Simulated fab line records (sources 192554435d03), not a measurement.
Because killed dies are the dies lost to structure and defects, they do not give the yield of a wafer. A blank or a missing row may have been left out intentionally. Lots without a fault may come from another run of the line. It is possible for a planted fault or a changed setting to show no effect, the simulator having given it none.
Lot-split experiment :: flow n5-finfet :: 7 lots, 39 wafers read, on a route of 1938 steps

THE SPLIT
At N5_BEOL_M12_DEP_53 (deposits SiCN from 3MS/NH3, target thk 30 nm, time 10.5 s), the setting target-thk-a was moved away from the recipe's 300 angstrom on 15 of the 39 wafers read, by -54.5% to +28.8%. The other wafers ran this setting at the recipe's value.

Reading taken at the split's own step.

THE READING
SiCN_of_BEOL_M12_DEP_53.thk-nm (the simulator's own value, which no gauge read), in nm, at N5_BEOL_M12_DEP_53 (deposits SiCN from 3MS/NH3, target thk 30 nm, time 10.5 s). There is no usual value for it anywhere in the file. The 24 wafers here that ran the recipe average 30.1 nm, standard deviation 0.35 nm.

wafer: L083.1
tool, chamber at the split: pecvd-03, 2
target-thk-a as run, angstrom: 300
against the recipe: recipe
SiCN_of_BEOL_M12_DEP_53.thk-nm, nm: 30.2
against lot-mates on the recipe: -

wafer: L083.2
tool, chamber at the split: pecvd-03, 1
target-thk-a as run, angstrom: 300
against the recipe: recipe
SiCN_of_BEOL_M12_DEP_53.thk-nm, nm: 29.8
against lot-mates on the recipe: -

wafer: L083.3
tool, chamber at the split: pecvd-03, 0
target-thk-a as run, angstrom: 300
against the recipe: recipe
SiCN_of_BEOL_M12_DEP_53.thk-nm, nm: 30
against lot-mates on the recipe: -

wafer: L083.4
tool, chamber at the split: pecvd-03, 1,2
target-thk-a as run, angstrom: 300
against the recipe: recipe
SiCN_of_BEOL_M12_DEP_53.thk-nm, nm: 30.4
against lot-mates on the recipe: -

wafer: L083.6
tool, chamber at the split: pecvd-03, 1,2
target-thk-a as run, angstrom: 300
against the recipe: recipe
SiCN_of_BEOL_M12_DEP_53.thk-nm, nm: 30.4
against lot-mates on the recipe: -

wafer: L083.5
tool, chamber at the split: pecvd-03, 0
target-thk-a as run, angstrom: 300
against the recipe: recipe
SiCN_of_BEOL_M12_DEP_53.thk-nm, nm: 30.6
against lot-mates on the recipe: -

wafer: L087.1
tool, chamber at the split: pecvd-02, 1
target-thk-a as run, angstrom: 300
against the recipe: recipe
SiCN_of_BEOL_M12_DEP_53.thk-nm, nm: 29.4
against lot-mates on the recipe: -

wafer: L087.3
tool, chamber at the split: pecvd-02, 2
target-thk-a as run, angstrom: 300
against the recipe: recipe
SiCN_of_BEOL_M12_DEP_53.thk-nm, nm: 29.8
against lot-mates on the recipe: -

wafer: L087.4
tool, chamber at the split: pecvd-02, 2
target-thk-a as run, angstrom: 300
against the recipe: recipe
SiCN_of_BEOL_M12_DEP_53.thk-nm, nm: 30.2
against lot-mates on the recipe: -

wafer: L091.1
tool, chamber at the split: pecvd-01, 0
target-thk-a as run, angstrom: 349.3
against the recipe: +16.4%
SiCN_of_BEOL_M12_DEP_53.thk-nm, nm: 35.2
against lot-mates on the recipe: +5.0

wafer: L091.2
tool, chamber at the split: pecvd-01, 2,1
target-thk-a as run, angstrom: 300
against the recipe: recipe
SiCN_of_BEOL_M12_DEP_53.thk-nm, nm: 30
against lot-mates on the recipe: -

wafer: L091.3
tool, chamber at the split: pecvd-01, 2,1
target-thk-a as run, angstrom: 300
against the recipe: recipe
SiCN_of_BEOL_M12_DEP_53.thk-nm, nm: 30
against lot-mates on the recipe: -

wafer: L091.4
tool, chamber at the split: pecvd-01, 1,2
target-thk-a as run, angstrom: 349.3
against the recipe: +16.4%
SiCN_of_BEOL_M12_DEP_53.thk-nm, nm: 35.6
against lot-mates on the recipe: +5.4

wafer: L091.6
tool, chamber at the split: pecvd-01, 1,2
target-thk-a as run, angstrom: 349.3
against the recipe: +16.4%
SiCN_of_BEOL_M12_DEP_53.thk-nm, nm: 35.6
against lot-mates on the recipe: +5.4

wafer: L091.5
tool, chamber at the split: pecvd-01, 0
target-thk-a as run, angstrom: 300
against the recipe: recipe
SiCN_of_BEOL_M12_DEP_53.thk-nm, nm: 30.6
against lot-mates on the recipe: -

wafer: L089.1
tool, chamber at the split: pecvd-03, 1,2
target-thk-a as run, angstrom: 386.5
against the recipe: +28.8%
SiCN_of_BEOL_M12_DEP_53.thk-nm, nm: 38.4
against lot-mates on the recipe: +8.1

wafer: L089.3
tool, chamber at the split: pecvd-03, 1,2
target-thk-a as run, angstrom: 386.5
against the recipe: +28.8%
SiCN_of_BEOL_M12_DEP_53.thk-nm, nm: 38.4
against lot-mates on the recipe: +8.1

wafer: L089.2
tool, chamber at the split: pecvd-03, 0
target-thk-a as run, angstrom: 300
against the recipe: recipe
SiCN_of_BEOL_M12_DEP_53.thk-nm, nm: 30
against lot-mates on the recipe: -

wafer: L089.4
tool, chamber at the split: pecvd-03, 1
target-thk-a as run, angstrom: 386.5
against the recipe: +28.8%
SiCN_of_BEOL_M12_DEP_53.thk-nm, nm: 38.8
against lot-mates on the recipe: +8.5

wafer: L089.5
tool, chamber at the split: pecvd-03, 2
target-thk-a as run, angstrom: 300
against the recipe: recipe
SiCN_of_BEOL_M12_DEP_53.thk-nm, nm: 30.6
against lot-mates on the recipe: -

wafer: L089.6
tool, chamber at the split: pecvd-03, 0
target-thk-a as run, angstrom: 300
against the recipe: recipe
SiCN_of_BEOL_M12_DEP_53.thk-nm, nm: 30.2
against lot-mates on the recipe: -

wafer: L092.1
tool, chamber at the split: pecvd-01, 2
target-thk-a as run, angstrom: 300
against the recipe: recipe
SiCN_of_BEOL_M12_DEP_53.thk-nm, nm: 29.6
against lot-mates on the recipe: -

wafer: L092.2
tool, chamber at the split: pecvd-01, 1
target-thk-a as run, angstrom: 300
against the recipe: recipe
SiCN_of_BEOL_M12_DEP_53.thk-nm, nm: 29.8
against lot-mates on the recipe: -

wafer: L092.3
tool, chamber at the split: pecvd-01, 0
target-thk-a as run, angstrom: 353.9
against the recipe: +18.0%
SiCN_of_BEOL_M12_DEP_53.thk-nm, nm: 35.4
against lot-mates on the recipe: +5.4

wafer: L092.4
tool, chamber at the split: pecvd-01, 2
target-thk-a as run, angstrom: 353.9
against the recipe: +18.0%
SiCN_of_BEOL_M12_DEP_53.thk-nm, nm: 36.2
against lot-mates on the recipe: +6.2

wafer: L092.5
tool, chamber at the split: pecvd-01, 0
target-thk-a as run, angstrom: 353.9
against the recipe: +18.0%
SiCN_of_BEOL_M12_DEP_53.thk-nm, nm: 35.8
against lot-mates on the recipe: +5.8

wafer: L092.6
tool, chamber at the split: pecvd-01, 1
target-thk-a as run, angstrom: 300
against the recipe: recipe
SiCN_of_BEOL_M12_DEP_53.thk-nm, nm: 30.6
against lot-mates on the recipe: -

wafer: L095.1
tool, chamber at the split: pecvd-02, 2,0
target-thk-a as run, angstrom: 300
against the recipe: recipe
SiCN_of_BEOL_M12_DEP_53.thk-nm, nm: 30
against lot-mates on the recipe: -

wafer: L095.5
tool, chamber at the split: pecvd-02, 2,0
target-thk-a as run, angstrom: 300
against the recipe: recipe
SiCN_of_BEOL_M12_DEP_53.thk-nm, nm: 30
against lot-mates on the recipe: -

wafer: L095.2
tool, chamber at the split: pecvd-02, 0
target-thk-a as run, angstrom: 365.7
against the recipe: +21.9%
SiCN_of_BEOL_M12_DEP_53.thk-nm, nm: 36.2
against lot-mates on the recipe: +6.3

wafer: L095.3
tool, chamber at the split: pecvd-02, 1
target-thk-a as run, angstrom: 365.7
against the recipe: +21.9%
SiCN_of_BEOL_M12_DEP_53.thk-nm, nm: 36.4
against lot-mates on the recipe: +6.5

wafer: L095.4
tool, chamber at the split: pecvd-02, 2
target-thk-a as run, angstrom: 300
against the recipe: recipe
SiCN_of_BEOL_M12_DEP_53.thk-nm, nm: 29.8
against lot-mates on the recipe: -

wafer: L095.6
tool, chamber at the split: pecvd-02, 1
target-thk-a as run, angstrom: 365.7
against the recipe: +21.9%
SiCN_of_BEOL_M12_DEP_53.thk-nm, nm: 36.8
against lot-mates on the recipe: +6.9

wafer: L094.1
tool, chamber at the split: pecvd-02, 2
target-thk-a as run, angstrom: 300
against the recipe: recipe
SiCN_of_BEOL_M12_DEP_53.thk-nm, nm: 29.6
against lot-mates on the recipe: -

wafer: L094.2
tool, chamber at the split: pecvd-02, 1
target-thk-a as run, angstrom: 300
against the recipe: recipe
SiCN_of_BEOL_M12_DEP_53.thk-nm, nm: 30
against lot-mates on the recipe: -

wafer: L094.3
tool, chamber at the split: pecvd-02, 0
target-thk-a as run, angstrom: 136.4
against the recipe: -54.5%
SiCN_of_BEOL_M12_DEP_53.thk-nm, nm: 13.2
against lot-mates on the recipe: -16.9

wafer: L094.4
tool, chamber at the split: pecvd-02, 0
target-thk-a as run, angstrom: 136.4
against the recipe: -54.5%
SiCN_of_BEOL_M12_DEP_53.thk-nm, nm: 13.6
against lot-mates on the recipe: -16.5

wafer: L094.5
tool, chamber at the split: pecvd-02, 1
target-thk-a as run, angstrom: 300
against the recipe: recipe
SiCN_of_BEOL_M12_DEP_53.thk-nm, nm: 30.6
against lot-mates on the recipe: -

wafer: L094.6
tool, chamber at the split: pecvd-02, 2
target-thk-a as run, angstrom: 136.4
against the recipe: -54.5%
SiCN_of_BEOL_M12_DEP_53.thk-nm, nm: 14
against lot-mates on the recipe: -16.1
If several chambers appear in one row, that row covers several wafers at once and the file leaves open which wafer was in which chamber.

FIT RESULTS
A straight line over all 39 wafers: SiCN_of_BEOL_M12_DEP_53.thk-nm changes by +0.302 nm for each +1% of target-thk-a; r = +1.00; the points scatter about the line by 0.37 nm.
The same after taking each lot's own level away (the mean of its wafers on the recipe; 39 wafers): +0.301 nm for each +1%; r = +1.00; scatter 0.35 nm.
According to that fit, moving target-thk-a by its largest amount changes the reading by 16 nm.
From 29.80 to 30.27 nm: that is the span of the lots' own levels, equal to 1.3 times the standard deviation above.
The two slopes are in agreement: the lot-to-lot level therefore moves the slope only a little.
Check: with one of the wafers moved furthest among these (-54.5%) left out of the fit, the line predicts -16.3 nm for it against its lot-mates. Against them it came out at -16.9 nm.

OTHER SPLITS ON THESE WAFERS
Before the reading, these wafers also passed through other splits. Each is held against what the fit with the lots' levels taken away leaves over:
other split on the same wafers: N5_BEOL_M12_ILD_DEP_00 time-s
wafers away from the commonest value: 15
r with SiCN_of_BEOL_M12_DEP_53.thk-nm (lot level and that fit taken away): +0.30

THE FILE'S OWN FIT
SiCN_of_BEOL_M12_DEP_53.thk-nm changes by +0.301 nm for each +1% of target-thk-a, r = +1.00.
